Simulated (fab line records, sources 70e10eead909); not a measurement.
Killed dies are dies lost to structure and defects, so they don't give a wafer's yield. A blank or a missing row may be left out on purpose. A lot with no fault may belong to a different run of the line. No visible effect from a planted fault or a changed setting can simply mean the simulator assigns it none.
fab line records | flow nandHarc
record lots=6 wafers=18 lastDay=24
route steps=1159 shown A_STAIRCASE@672
lots with no fault: from the same line, run without faults
startH: start of the lot's first displayed wafer, in hours after the record's first day | waitH: how many hours have passed since the lot's step before this one | " same as the row above | L1.1+2: a row that stands for several wafers | - no value, or no start given | * or withheld: withheld | < > ~ a bound
route shown NAME@n: a module of which the file shows steps, and the number in the route of the first | usual: mean and standard deviation over wafers with no fault | same: alike in all rows | chamber/n: place in a boat | sites: readings site by site | _std_site: standard deviation of those values | _edge_site: outer sites' mean less inner sites' | radiusMm: for every site, how far away it sits from the centre of the wafer | mask NAME#n: copy n | behind: the most recent tool/chamber to have shaped the wafer | hold: cause of the lot's hold/its duration in hours/its outcome | device: names the non-switching transistor (n, p or np) | end of line: the tests these same wafers got at the end of their route | step lacking rows: just its recipe | killed: dies lost to structure and defects at the first sort, not the wafer's yield | map: a wafer's dies, marking killed ones x, the rest . and places with no die _
set.NAME: setting as actually run; set.NAME@STEP: the setting as run at that earlier step | model.NAME: the simulator's own value behind a step, which no gauge read
a table for each step, a row for each wafer; lots at some steps of the route
services: a tool's chamber out of use, with start hour (startH, from the record's first day; less than 0 if before it), hours out, and reason
## steps
# step NHARC_A_STAIRCASE_PRECLEAN_297
# recipe timeS=* tempC=50 bathAgeMin=0 chemistry=SC1
# step NHARC_A_STAIRCASE_SRD_298
# step NHARC_A_STAIRCASE_HM_DEP_462
# recipe targetThkA=8000 tempC=400 material=aC
# usual throttleValvePct=35.000/0.009
# columns lot.wafer tool chamber startH waitH throttleValvePct
L563.2 aclDep-03 0 313.22 1.0 34.997
L563.3 " 0 " " 35.006
L563.5 " 0 " " 34.997
L564.1 aclDep-03 0 336.71 0.5 35.010
L564.4 " 0 " " 35.011
L564.5 " 0 " " 34.996
L566.2 aclDep-01 0 340.59 3.1 34.993
L566.4 " 0 " " 35.002
L566.6 " 0 " " 34.997
L570.2 aclDep-03 0 364.61 2.3 35.003
L570.5 " 0 " " 34.998
L570.6 " 0 " " 34.992
L574.3 aclDep-01 0 379.10 0.7 35.006
L574.5 " 0 " " 34.993
L574.6 " 0 " " 35.018
L576.2 aclDep-03 0 395.60 0.4 35.006
L576.3 " 0 " " 34.988
L576.4 " 0 " " 35.006
# step NHARC_A_STAIRCASE_DEP_301
# recipe targetThkA=300 targetThkNm=30 tempC=400 pressureTorr=3.5 flowSccm=200 rfW=350 material=SiON
# usual chamberPressureTorr=3.500/0.0077 heaterPowerW=763/61
# columns lot.wafer tool chamber startH waitH chamberPressureTorr heaterPowerW
L563.2 pecvd-01 0 314.79 1.3 3.495 663
L563.3 " 1 " " 3.484 844
L563.5 " 0 " " 3.496 671
L564.1 pecvd-01 1 338.57 1.6 3.495 719
L564.5 " 1 " " 3.499 731
L564.4 " 0 " " 3.504 736
L566.2 pecvd-04 2 342.13 1.2 3.498 719
L566.4 " 0 " " 3.498 889
L566.6 " 1 " " 3.507 752
L570.2 pecvd-04 1 366.19 1.3 3.494 861
L570.6 " 2 " " 3.507 705
L570.5 " 0 " " 3.492 744
L574.3 pecvd-01 0 380.91 1.5 3.502 757
L574.6 " 0 " " 3.512 753
L574.5 " 1 " " 3.494 767
L576.2 pecvd-01 0 397.17 1.3 3.489 659
L576.3 " 1 " " 3.512 800
L576.4 " 0 " " 3.497 669
# step NHARC_A_STAIRCASE_DEHYDRATE_302
# recipe tempC=150 timeS=120
# step NHARC_A_STAIRCASE_HMDS_303
# recipe timeS=30
# step NHARC_A_STAIRCASE_COAT_304
# recipe spinRpm=1200
# step NHARC_A_STAIRCASE_SOFTBAKE_305
# recipe tempC=135 timeS=170
# step NHARC_A_STAIRCASE_EBR_306
# step NHARC_A_STAIRCASE_EXPOSE_307
# recipe na=0.5 doseMj=45.72 maskId=CHOP_50
# step NHARC_A_STAIRCASE_PEB_308
# recipe pebTempC=115 pebTimeS=130
# step NHARC_A_STAIRCASE_DEVELOP_309
# recipe timeS=140
# usual chillPlateTempC=23.00/0.11 exhaustPa=45.0/0.92
# columns lot.wafer tool chamber startH waitH chillPlateTempC exhaustPa
L563.2 lithoTrack-07 - 315 - - -
L563.3 " - " " - -
L563.5 " - " " - -
L564.1 lithoTrack-03 - 339 - - -
L564.4 " - " " - -
L564.5 " - " " - -
L566.2 lithoTrack-07 0 342 - 22.91 45.1
L566.4 " 0 " " 23.02 46.2
L566.6 " 0 " " 23.01 45.6
L570.2 lithoTrack-05 0 366 - 22.93 44.3
L570.5 " 0 " " 22.89 45.0
L570.6 " 0 " " 22.71 43.7
L574.3 lithoTrack-07 0 381 - 22.92 45.8
L574.5 " 0 " " 22.88 43.3
L574.6 " 0 " " 22.86 45.3
L576.2 lithoTrack-07 0 397 - 22.93 45.0
L576.3 " 0 " " 22.91 44.2
L576.4 " 0 " " 23.11 44.6
## services
# columns tool chamber startH hours kind
aclDep-01 - 296.78 13.0 pm
pecvd-04 - 303.95 0.9 repair
pecvd-04 2 308.11 5.9 repair
pecvd-04 1 327.35 8.2 repair
lithoTrack-07 - 364.00 7.0 pm
pecvd-04 - 376.18 13.0 pm
pecvd-04 0 376.18 13.0 ventCycle
pecvd-04 1 376.18 13.0 ventCycle
pecvd-04 2 376.18 13.0 ventCycle
lithoTrack-03 - 388.00 7.0 pm
pecvd-04 0 389.18 - clean
pecvd-04 1 389.18 - clean
pecvd-04 2 389.18 - clean
lithoTrack-07 - 391.16 - consumableReplace:filter
## key
firstSign step=NHARC_A_STAIRCASE_DEVELOP_309 reading=toolRecord direction=missing
effect none on later readings
metAt NHARC_A_STAIRCASE_DEVELOP_309
struckWafers L563.2,L563.3,L563.5,L564.1,L564.4,L564.5
laterRowsLeftOut L563.2,L563.3,L563.5,L564.1,L564.4,L564.5
sortLeftOut L563.2,L563.3,L563.5,L564.1,L564.4,L564.5
testerLeftOut L563,L564
fault kind=skippedStepWhole tool=lithoTrack-03,lithoTrack-07 chamber=- onsetH=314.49 steps=NHARC_A_STAIRCASE_DEVELOP_309 scope=struckLotsOnly
# testerLeftOut: of these lots the tester's yield and bins aren't shown, on N5 and GAA mostly nor the transistor test; their killed dies are dies lost to structure and defects alone, not to doping, threshold or leakage, so they don't give the yield
# sortLeftOut: the simulated sort isn't trusted on such a fault, so these wafers' sort isn't shown, and their yield isn't known
# laterRowsLeftOut: the simulator's readings of these wafers behind a module that went badly wrong aren't trusted and aren't shown, but for the sort
